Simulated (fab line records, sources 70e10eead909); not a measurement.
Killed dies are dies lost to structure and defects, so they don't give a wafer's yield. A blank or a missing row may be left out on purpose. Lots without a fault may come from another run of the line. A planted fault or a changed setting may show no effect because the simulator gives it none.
One fault seen from 2 desks | flow nand_harc | each desk has only its own numbers; what lay behind them comes last

THE TOOL OWNER'S DESK: rie_diel-11
The tool's own readings at NHARC_A_CONTACT_ETCH_98 (etches the open film in C4F6/O2, target depth 20 nm, time 10 s): means of the sampled wafers that have a number, for each lot that ran on this tool. A lot is out of limits, marked OUT, if its mean lies more than 4 standard deviations from the usual mean; the brackets give that distance.
Columns: A = drypump_motor_current_A at NHARC_A_CONTACT_ETCH_98, usual 5.7 A; B = oes_product_au at NHARC_A_CONTACT_ETCH_98, usual 0.956 a.u.; C = rf_vpp_V at NHARC_A_CONTACT_ETCH_98, usual 546.5 V; D = showerhead_plenum_p_Torr at NHARC_A_CONTACT_ETCH_98, usual 3.90 Torr; E = throttle_valve_pct at NHARC_A_CONTACT_ETCH_98, usual 26.903 %
lot  | first seen here | A   | B                | C     | D    | E
L890 | day 17 09:25    | 5.3 | 0.941            | 543.1 | 3.77 | 26.895
L893 | day 18 09:44    | 5.7 | 0.950            | 546.5 | 3.92 | 26.903
L895 | day 18 11:04    | 5.7 | 0.944            | 546.4 | 3.92 | 26.906
L903 | day 19 21:52    | 5.7 | 0.879 (-4.0) OUT | 546.7 | 3.91 | 26.906
L902 | day 20 01:05    | 5.8 | 0.896            | 545.6 | 3.86 | 26.902
This desk's finding: out of limits on L903; first on L903, day 19 21:52 (oes_product_au at NHARC_A_CONTACT_ETCH_98). In limits: L890, L893, L895, L902.

THE METROLOGY DESK
What the gauges read, lot by lot, whatever tool the lot ran on: means of the sampled wafers that have a number. A lot is out of limits, marked OUT, if its mean lies more than 4 standard deviations from the usual mean; the brackets give that distance.
Columns: A = overlay_x_nm at NHARC_A_CONTACT_OVL_MEAS_09, usual 0.0 nm; B = overlay_y_nm at NHARC_A_CONTACT_OVL_MEAS_09, usual -0.1 nm
lot  | first seen here | A    | B
L892 | day 16 19:39    | 0.7  | 1.5
L890 | day 17 07:02    | 0.3  | -0.5
L891 | day 17 13:50    | 0.8  | -1.4
L893 | day 18 07:25    | 0.7  | 0.4
L895 | day 18 08:42    | 1.7  | 1.2
L896 | day 18 09:56    | -0.2 | 0.7
L899 | day 19 12:05    | 0.0  | -0.1
L903 | day 19 19:19    | -0.4 | 0.0
L902 | day 19 22:16    | 0.5  | 0.9
L909 | day 21 19:23    | 0.1  | 0.2
L911 | day 22 00:17    | -0.2 | 0.5
L912 | day 22 04:31    | -1.1 | 0.0
L913 | day 22 10:10    | 2.3  | -0.4
This desk's finding: nothing out of limits on any of the 13 lots.

PUT TOGETHER
The tool owner's desk could have raised an alarm at day 19 21:52, on L903.
The metrology desk saw nothing out of limits.
The metrology desk has L903 on record, within its limits.
Of the lots named, all ran NHARC_A_CONTACT_ETCH_98 on rie_diel-11.

WHAT THE SIMULATOR HAD PUT IN
Process parameter drift: rie_diel-11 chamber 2, from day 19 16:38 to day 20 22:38, at NHARC_A_CONTACT_ETCH_98. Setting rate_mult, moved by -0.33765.
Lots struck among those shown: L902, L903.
Hours from the fault's start to each desk's first reading out of limits: the tool owner's desk, 5.
